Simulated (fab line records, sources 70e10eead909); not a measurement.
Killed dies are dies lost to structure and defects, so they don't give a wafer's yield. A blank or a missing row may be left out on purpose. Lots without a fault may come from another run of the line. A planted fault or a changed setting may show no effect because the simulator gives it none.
fab line records | flow nand_harc
record lots=14 wafers=42 last_day=33
route steps=1302 shown A_CHANNEL_FILL_D1@498 THIN_TSV@1267 END@1301
lots that met no fault: from a run of the same line without faults
start_h: hours from the record's first day to the start of the lot's first wafer shown | wait_h: hours since the lot's step before | " the same as in the row above | L1.1+2: a row that stands for several wafers | - no value, or no start given | * or withheld: withheld | < > ~ a bound
route shown NAME@n: a module of which the file shows steps, and the number in the route of the first | usual: mean/standard deviation of fault-free wafers | same: alike in all rows | chamber/n: place in a boat | sites: the reading at each site | _std_site: their standard deviation | _edge_site: outer sites' mean less inner sites' | radius_mm: how far each site lies from the wafer's centre | mask NAME#n: copy n | behind: the tool/chamber that last shaped the wafer | hold: why the lot was held/for how many hours/how that ended | device: the transistor (n, p or np) that didn't switch | end of line: the same wafers' tests at the end of the route | a step without rows: its recipe alone | killed: dies lost to structure and defects at the first sort, not the wafer's yield | map: a wafer's dies, x killed, . not, _ none there
set.NAME: the setting as run; set.NAME@STEP: as run at that earlier step | model.NAME: the simulator's own value behind a step, which no gauge read
steps of the route over a sample of lots; a table a step, a row a wafer
services: from which hour (start_h, from the record's first day; less than 0 if before it) a tool's chamber was out of use, for how many hours, and why
## steps
# step NHARC_A_CHANNEL_FILL_D1_CVD_18
# recipe target_thk_a=30 temp_c=550 material=poly-Si
# columns lot.wafer tool chamber start_h wait_h
L800.4+5+6 lpcvd_poly-01 0 243.46 -
L801.1+3+6 lpcvd_poly-04 0 250.30 -
L802.3+5+6 lpcvd_poly-04 0 250.30 -
L803.1+2+3 lpcvd_poly-02 0 266.91 -
L804.2+4+5 lpcvd_poly-04 0 284.58 -
L808.1+2+3 lpcvd_poly-01 0 322.29 -
L809.1+3+4 lpcvd_poly-02 0 331.70 -
L813.4+5+6 lpcvd_poly-02 0 374.74 -
L814.2+4+5 lpcvd_poly-02 0 374.74 -
L815.1+2+3 lpcvd_poly-01 0 388.19 -
L816.3+4+6 lpcvd_poly-04 0 402.25 -
L817.2+5+6 lpcvd_poly-04 0 414.56 -
L818.2+4+5 lpcvd_poly-04 0 423.62 -
L820.2+4+6 lpcvd_poly-01 0 438.13 -
# step NHARC_THIN_TSV_DEP_47
# recipe target_thk_a=2000 temp_c=withheld pressure_torr=6.5 rf_w=900 teos_flow_sccm=161.4 flow_sccm=2650 target_thk_nm=200 gas=O2 material=SiO2
# usual throttle_valve_pct=15.8/0.42
# columns lot.wafer tool chamber start_h wait_h since_wet_clean_h throttle_valve_pct
L800.5 pecvd-04 0 565.74 - - 15.9
L800.6 " 1 " " - 15.6
L800.4 " 2 " " - 16.5
L801.3 pecvd-01 1 577.25 - 72 15.3
L801.1 " 0 " " 72 15.9
L801.6 " 2 " " - 15.8
L802.3 pecvd-01 2 578.28 - 73 15.5
L802.5 " 0 " " - 15.9
L802.6 " 1 " " - 15.1
L803.1 pecvd-04 2 597.59 - 134 16.4
L803.3 " 0 " " 135 16.1
L803.2 " 1 " " 135 15.7
L804.2 pecvd-04 1 614.41 - 151 15.7
L804.4 " 2 " " - 16.9
L804.5 " 0 " " - 15.8
L808.2 pecvd-01 0 654.84 - 150 16.3
L808.3 " 1 " " 150 15.4
L808.1 " 2 " " 150 15.6
L809.3 pecvd-02 1 661.89 - 60 15.9
L809.1 " 0 " " 60 16.0
L809.4 " 2 " " - 16.2
L814.2 pecvd-01 2 717.71 - 31 16.0
L814.4 " 1 " " - 14.9
L814.5 " 2 " " - 15.7
L813.6 pecvd-04 1 718.98 - - 15.6
L813.4 " 2 " " - 16.7
L813.5 " 0 " " - 15.3
L816.3 pecvd-01 0 737.75 - 52 16.1
L816.6 " 2 " " - 15.8
L816.4 " 0 " " - 15.9
L815.2 pecvd-02 0 738.92 - 137 16.1
L815.3 " 1 " " 137 16.1
L815.1 " 2 " " 137 16.6
L817.2 pecvd-01 0 758.09 - 72 15.9
L817.6 " 0 " " - 15.9
L817.5 " 1 " " - 15.1
L818.2 pecvd-01 1 764.66 - 78 15.0
L818.4 " 0 " " - 16.0
L818.5 " 2 " " - 15.6
L820.2 pecvd-02 0 783.65 - 1 15.9
L820.4 " 0 " " - 15.9
L820.6 " 2 " " - 15.8
# step NHARC_THIN_TSV_PRE_CLEAN_50
# recipe time_s=30 temp_c=280 gas=H2/He
# usual heater_power_w=425/27
# columns lot.wafer tool chamber start_h wait_h heater_power_w
L800.4 pvd_sputter-01 - - - 408
L800.6 " - " " 442
L800.5 " - " " 399
L801.1 pvd_sputter-03 - - - 450
L801.3 " - " " 463
L801.6 " - " " 454
L802.3 pvd_sputter-03 - - - 442
L802.6 " - " " 456
L802.5 " - " " 385
L803.1 pvd_sputter-03 - - - 455
L803.2 " - " " 401
L803.3 " - " " 415
L804.4 pvd_sputter-01 - - - 386
L804.2 " - " " 412
L804.5 " - " " 390
L808.2 pvd_sputter-03 - - - 411
L808.1 " - " " 432
L808.3 " - " " 455
L809.4 pvd_sputter-01 - - - 394
L809.3 " - " " 423
L809.1 " - " " 473
L814.4 pvd_sputter-01 - - - 415
L814.2 " - " " 483
L814.5 " - " " 422
L813.4 pvd_sputter-02 - - - 421
L813.5 " - " " 414
L813.6 " - " " 439
L816.3 pvd_sputter-03 - - - 414
L816.4 " - " " 416
L816.6 " - " " 425
L815.2 pvd_sputter-02 - - - 456
L815.3 " - " " 386
L815.1 " - " " 461
L817.2 pvd_sputter-03 - - - 413
L817.5 " - " " 424
L817.6 " - " " 391
L818.2 pvd_sputter-03 - - - 445
L818.4 " - " " 423
L818.5 " - " " 403
L820.4 pvd_sputter-03 - - - 441
L820.2 " - " " 409
L820.6 " - " " 418
# step NHARC_END_WLT_00
# usual VT_DECK1_BOTTOM=0.874/0.0087 VT_DECK1_BOTTOM_INNER=0.874/0.009 VT_DECK1_MEDIAN_NEAR_BOTTOM=0.875/0.0094 VT_DECK1_MEDIAN_NEAR_BOTTOM_INNER=0.874/0.01 VT_DECK1_MIDDLE=0.887/0.01 VT_DECK1_MIDDLE_INNER=0.887/0.0092 VT_DECK1_TOP=0.899/0.01 VT_DECK1_TOP_INNER=0.899/0.0094 VT_DECK2_BOTTOM=0.875/0.0076 VT_DECK2_BOTTOM_INNER=0.876/0.0072 VT_DECK2_MEDIAN_NEAR_BOTTOM=0.876/0.0075 VT_DECK2_MEDIAN_NEAR_BOTTOM_INNER=0.877/0.0082 VT_DECK2_MIDDLE=0.889/0.0073 VT_DECK2_MIDDLE_INNER=0.889/0.0081 VT_DECK2_TOP=0.901/0.0074 VT_DECK2_TOP_INNER=0.901/0.0073
# columns lot.wafer tool chamber start_h wait_h VT_DECK1_BOTTOM VT_DECK1_BOTTOM_INNER VT_DECK1_MEDIAN_NEAR_BOTTOM VT_DECK1_MEDIAN_NEAR_BOTTOM_INNER VT_DECK1_MIDDLE VT_DECK1_MIDDLE_INNER VT_DECK1_TOP VT_DECK1_TOP_INNER VT_DECK2_BOTTOM VT_DECK2_BOTTOM_INNER VT_DECK2_MEDIAN_NEAR_BOTTOM VT_DECK2_MEDIAN_NEAR_BOTTOM_INNER VT_DECK2_MIDDLE VT_DECK2_MIDDLE_INNER VT_DECK2_TOP VT_DECK2_TOP_INNER
L800.4 prober-01 - 579.07 3.4 0.869 0.880 0.875 0.876 0.892 0.890 0.892 0.907 0.868 0.867 0.866 0.872 0.883 0.890 0.901 0.890
L800.5 " - " " 0.885 0.883 0.887 0.884 0.892 0.895 0.906 0.909 0.872 0.867 0.872 0.876 0.880 0.885 0.894 0.897
L800.6 " - " " 0.873 0.871 0.883 0.871 0.895 0.885 0.901 0.913 0.869 0.869 0.865 0.872 0.891 0.882 0.902 0.895
L801.1 prober-02 - 590.61 0.1 0.881 0.874 0.885 0.880 0.891 0.885 0.893 0.906 0.883 0.878 0.887 0.880 0.894 0.904 0.915 0.916
L801.3 " - " " 0.880 0.874 0.881 0.874 0.892 0.882 0.899 0.901 0.895 0.889 0.893 0.891 0.894 0.900 0.912 0.907
L801.6 " - 593.07 2.5 0.881 0.868 0.876 0.870 0.882 0.885 0.906 0.906 0.886 0.882 0.888 0.887 0.892 0.901 0.909 0.908
L802.3 prober-01 - 594.15 3.6 0.862 0.868 0.867 0.876 0.878 0.883 0.898 0.901 0.885 0.879 0.889 0.885 0.901 0.900 0.908 0.924
L802.5 " - 595.16 4.6 0.876 0.887 0.865 0.873 0.891 0.893 0.902 0.894 0.885 0.885 0.883 0.894 0.893 0.893 0.907 0.909
L802.6 " - " " 0.872 0.870 0.871 0.874 0.890 0.892 0.898 0.899 0.883 0.889 0.889 0.895 0.901 0.905 0.912 0.918
L803.1 prober-02 - 610.81 0.1 0.873 0.877 0.875 0.884 0.889 0.897 0.906 0.908 0.881 0.888 0.883 0.889 0.894 0.896 0.904 0.913
L803.2 " - " " 0.880 0.879 0.883 0.878 0.885 0.891 0.901 0.905 0.891 0.889 0.890 0.896 0.898 0.896 0.919 0.916
L803.3 " - " " 0.872 0.873 0.876 0.872 0.893 0.881 0.904 0.899 0.894 0.889 0.887 0.892 0.902 0.901 0.912 0.907
L804.2 prober-01 - 626.35 0.5 0.882 0.869 0.862 0.875 0.879 0.883 0.895 0.906 0.889 0.885 0.878 0.884 0.894 0.901 0.914 0.913
L804.4 " - 627.36 1.6 0.871 0.871 0.864 0.876 0.881 0.885 0.900 0.890 0.882 0.872 0.886 0.884 0.887 0.885 0.907 0.913
L804.5 " - " " 0.864 0.870 0.867 0.860 0.880 0.886 0.892 0.898 0.878 0.887 0.881 0.889 0.903 0.895 0.905 0.909
L808.1 prober-02 - 665.04 0.1 0.867 0.868 0.869 0.870 0.881 0.875 0.898 0.899 0.875 0.871 0.873 0.872 0.881 0.878 0.902 0.898
L808.2 " - " " 0.858 0.864 0.865 0.871 0.886 0.876 0.890 0.893 0.871 0.872 0.866 0.872 0.893 0.892 0.907 0.896
L808.3 " - " " 0.881 0.875 0.881 0.872 0.888 0.894 0.901 0.894 0.885 0.877 0.871 0.870 0.888 0.888 0.905 0.900
L809.1 prober-02 - 672.74 0.1 0.878 0.872 0.879 0.870 0.888 0.886 0.899 0.904 0.878 0.878 0.882 0.885 0.891 0.888 0.900 0.908
L809.3 " - 673.74 1.1 0.866 0.871 0.882 0.865 0.890 0.888 0.894 0.897 0.873 0.870 0.884 0.865 0.887 0.884 0.899 0.901
L809.4 " - " " 0.865 0.871 0.874 0.869 0.878 0.886 0.899 0.891 0.880 0.876 0.877 0.884 0.885 0.890 0.900 0.902
L814.2 prober-01 - 729.58 0.5 0.957 0.955 0.947 0.949 0.966 0.964 0.982 0.979 0.874 0.867 0.866 0.868 0.880 0.886 0.890 0.889
L814.4 " - 730.58 1.5 0.943 0.945 0.947 0.952 0.966 0.966 0.985 0.978 0.870 0.873 0.867 0.866 0.891 0.875 0.894 0.891
L814.5 " - " " 0.942 0.941 0.945 0.942 0.958 0.960 0.979 0.977 0.863 0.869 0.873 0.867 0.881 0.885 0.893 0.895
L813.4 prober-02 - 730.58 1.5 0.947 0.946 0.951 0.953 0.959 0.958 0.985 0.974 0.873 0.870 0.864 0.872 0.880 0.878 0.895 0.896
L813.5 " - " " 0.950 0.957 0.958 0.956 0.965 0.965 0.986 0.985 0.869 0.870 0.870 0.870 0.881 0.883 0.895 0.900
L813.6 " - " " 0.956 0.943 0.950 0.952 0.964 0.969 0.984 0.981 0.875 0.869 0.868 0.866 0.875 0.886 0.894 0.894
L816.3 prober-01 - 749.11 1.0 0.902 0.899 0.897 0.910 0.927 0.906 0.923 0.924 0.873 0.873 0.875 0.872 0.886 0.880 0.898 0.903
L816.4 " - " " 0.894 0.905 0.898 0.905 0.921 0.906 0.920 0.923 0.873 0.877 0.881 0.865 0.895 0.888 0.899 0.899
L816.6 " - " " 0.892 0.895 0.891 0.903 0.905 0.907 0.917 0.923 0.873 0.869 0.878 0.875 0.887 0.881 0.899 0.914
L815.1 prober-01 - 755.99 7.9 0.874 0.878 0.883 0.875 0.892 0.892 0.892 0.899 0.864 0.871 0.867 0.876 0.887 0.889 0.899 0.900
L815.2 " - " " 0.878 0.868 0.869 0.879 0.883 0.884 0.888 0.902 0.869 0.881 0.876 0.879 0.886 0.895 0.901 0.912
L815.3 " - " " 0.877 0.874 0.880 0.872 0.881 0.885 0.904 0.903 0.875 0.874 0.875 0.873 0.879 0.878 0.892 0.899
L817.2 prober-02 - 768.56 0.6 0.876 0.884 0.889 0.894 0.900 0.902 0.907 0.907 0.878 0.869 0.874 0.875 0.894 0.885 0.901 0.900
L817.5 " - 770.08 2.1 0.876 0.876 0.876 0.881 0.903 0.897 0.919 0.908 0.875 0.875 0.880 0.878 0.885 0.890 0.903 0.910
L817.6 " - " " 0.888 0.888 0.873 0.885 0.896 0.904 0.914 0.902 0.876 0.879 0.879 0.878 0.889 0.887 0.899 0.900
L818.2 prober-01 - 776.38 1.7 0.876 0.877 0.871 0.871 0.885 0.889 0.906 0.901 0.874 0.874 0.872 0.872 0.886 0.881 0.894 0.895
L818.4 " - " " 0.883 0.876 0.884 0.882 0.894 0.884 0.901 0.905 0.858 0.866 0.862 0.857 0.883 0.875 0.883 0.891
L818.5 " - " " 0.874 0.877 0.874 0.867 0.890 0.890 0.897 0.905 0.870 0.866 0.863 0.867 0.884 0.885 0.893 0.893
L820.2 prober-01 - 793.64 0.5 0.868 0.861 0.860 0.854 0.877 0.874 0.885 0.883 0.860 0.865 0.864 0.866 0.880 0.878 0.892 0.902
L820.4 " - 794.64 1.5 0.867 0.866 0.871 0.872 0.879 0.870 0.886 0.887 0.868 0.868 0.872 0.867 0.884 0.881 0.886 0.890
L820.6 " - 795.64 2.5 0.862 0.869 0.869 0.864 0.886 0.878 0.888 0.886 0.864 0.869 0.865 0.871 0.884 0.878 0.901 0.891
## services
# columns tool chamber start_h hours kind
pvd_sputter-01 - 226.09 10.0 pm
pecvd-01 1 241.27 3.2 repair
pvd_sputter-03 - 253.00 3.6 repair
pecvd-04 - 269.12 13.0 pm
lpcvd_poly-02 - 270.66 6.7 repair
pecvd-04 - 298.80 0.3 repair
pecvd-01 - 311.18 13.0 pm
pvd_sputter-03 - 348.02 10.0 pm
pecvd-01 - 364.24 3.4 repair
pvd_sputter-01 - 404.09 10.0 pm
pecvd-01 0 410.06 5.1 repair
pecvd-01 - 417.89 5.8 repair
pvd_sputter-01 - 425.79 1.2 repair
pecvd-04 1 431.21 6.5 repair
pvd_sputter-03 - 441.91 3.2 repair
pecvd-01 - 492.18 13.0 pm
pvd_sputter-03 - 526.02 10.0 pm
pvd_sputter-03 - 554.30 3.0 repair
pvd_sputter-03 - 640.88 3.3 repair
pecvd-01 - 673.28 13.0 pm
pvd_sputter-03 - 682.98 3.2 repair
pvd_sputter-03 - 686.98 22.1 repair
pvd_sputter-03 - 745.86 0.9 repair
lpcvd_poly-04 - 773.67 26.0 pm
## key
first_sign step=NHARC_END_WLT_00 reading=VT_DECK1_BOTTOM direction=up sigmas=8.6 usual=0.874 struck=0.949
effect step=NHARC_END_WLT_00 reading=VT_DECK1_TOP direction=up sigmas=8.5 usual=0.899 struck=0.984
met_at NHARC_A_CHANNEL_FILL_D1_CVD_18
struck_lots L813,L814
sort_left_out L813.4,L813.5,L813.6,L814.2,L814.4,L814.5
tester_left_out L813,L814
not_acting_at NHARC_THIN_TSV_DEP_47,NHARC_THIN_TSV_PRE_CLEAN_50
onset_between 331.70 374.74
fault kind=process_parameter_drift tool=lpcvd_poly-02 chamber=- onset_h=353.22 steps=NHARC_A_CHANNEL_FILL_D1_CVD_18 channel=target_thk_a offset=* shape=step end_h=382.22 acts_in=* stated=*
# tester_left_out: of these lots the tester's yield and bins aren't shown, on N5 and GAA mostly nor the transistor test; their killed dies are dies lost to structure and defects alone, not to doping, threshold or leakage, so they don't give the yield
# sort_left_out: the simulated sort isn't trusted on such a fault, so these wafers' sort isn't shown, and their yield isn't known
